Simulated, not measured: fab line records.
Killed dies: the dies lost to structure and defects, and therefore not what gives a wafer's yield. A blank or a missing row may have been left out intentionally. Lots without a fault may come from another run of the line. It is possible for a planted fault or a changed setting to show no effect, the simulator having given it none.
What tool caused it? ; flow nand harc ; 33 wafers from 11 lots sampled at 5 of the route's 1302 steps

## WHAT THE GAUGES SHOWED, per wafer
NHARC_END_SORT_01.
lot;measured;on;killed at array
L167;day 30 05:02;prober-01;82 63 665

## EACH LOT AND THE TOOL THAT RAN IT (in order: tool; ch and the chambers of the sampled wafers; start)
lot;NHARC_A_STAIRCASE_TRIM_24;NHARC_A_STAIRCASE_TRIM_26;NHARC_A_STAIRCASE_ETCH_190;NHARC_A_STAIRCASE_TRIM_196
L167;rie diel-13 ch 0,1,2, day 20 19:07 or earlier;rie diel-13 ch 0,1,2, day 20 19:07 or earlier;rie diel-13 ch 0,2,3, day 20 19:07;rie diel-03 ch 0,1,2, day 20 19:46
L169;rie diel-03 ch 0,1,2, day 20 23:59 or earlier;rie diel-03 ch 0,2,3, day 20 23:59 or earlier;rie diel-11 ch 0,1, day 20 23:59;rie diel-03 ch 0,1, day 21 00:41
L170;rie diel-03 ch 1,2, day 21 07:22 or earlier;rie diel-03 ch 0,1,2, day 21 07:22 or earlier;rie diel-03 ch 1,2,3, day 21 07:22;rie diel-13 ch 0,1,2, day 21 07:59
L171;rie diel-03 ch 1,2,3, day 22 08:39 or earlier;rie diel-03 ch 1,2,3, day 22 08:39 or earlier;rie diel-11 ch 1,2,3, day 22 08:39;rie diel-13 ch 0,2,3, day 22 09:20
L172;rie diel-03 ch 1,2,3, day 22 11:31 or earlier;rie diel-03 ch 1,3, day 22 11:31 or earlier;rie diel-03 ch 1,2, day 22 11:31;rie diel-03 ch 0,2,3, day 22 12:36
L173;rie diel-11 ch 1,3, day 22 17:09 or earlier;rie diel-11 ch 1,2, day 22 17:09 or earlier;rie diel-03 ch 0,1,3, day 22 17:09;rie diel-11 ch 1,2,3, day 22 17:47
L175;rie diel-11 ch 1,2,3, day 23 06:33 or earlier;rie diel-11 ch 1,3, day 23 06:33 or earlier;rie diel-03 ch 0,1, day 23 06:33;rie diel-03 ch 1,3, day 23 07:13
L178;rie diel-11 ch 0,1,3, day 24 11:16 or earlier;rie diel-11 ch 1,3, day 24 11:16 or earlier;rie diel-11 ch 1,3, day 24 11:16;rie diel-11 ch 2,3, day 24 12:00
L177;rie diel-13 ch 0,2,3, day 24 11:20 or earlier;rie diel-13 ch 0,1,2, day 24 11:20 or earlier;rie diel-11 ch 0,1,3, day 24 11:20;rie diel-13 ch 0,1,2, day 24 12:04
L179;rie diel-11 ch 0,3, day 25 05:26 or earlier;rie diel-11 ch 0,2,3, day 25 05:26 or earlier;rie diel-13 ch 0,1, day 25 05:26;rie diel-13 ch 0,2,3, day 25 06:13
L180;rie diel-13 ch 1,3, day 25 10:36 or earlier;rie diel-13 ch 0,1, day 25 10:36 or earlier;rie diel-13 ch 0,3, day 25 10:36;rie diel-13 ch 1,2,3, day 25 11:22
- NHARC_A_STAIRCASE_TRIM_24: chemistry O2, time 211.2 s.
- NHARC_A_STAIRCASE_TRIM_26: chemistry O2, time 211.2 s.
- NHARC_A_STAIRCASE_ETCH_190: etches the open film in C4F8/O2, target depth 100 nm, time 40.5 s.
- NHARC_A_STAIRCASE_TRIM_196: chemistry O2, time 211.2 s.

## THE ANSWER, worked out from the rows above alone
Rule: the usual values come from the lots themselves. Put in order of their means at a reading, lots are off if they are a third of the lots or fewer, leave a main group of 4 or more, and stand apart from it by a gap of 3 or more times the standard deviation of the main group's means; of several such gaps the widest counts. The tables above print the reading to a certain number of digits; a main group whose means all agree to those digits is not used. A lot without any number at a reading at which 4 lots or more have one is off too. The other lots that the step has rows for count as sound.
No lot is off at any reading shown: from this, nothing can be told.

## WHAT WAS PUT IN BY THE SIMULATOR
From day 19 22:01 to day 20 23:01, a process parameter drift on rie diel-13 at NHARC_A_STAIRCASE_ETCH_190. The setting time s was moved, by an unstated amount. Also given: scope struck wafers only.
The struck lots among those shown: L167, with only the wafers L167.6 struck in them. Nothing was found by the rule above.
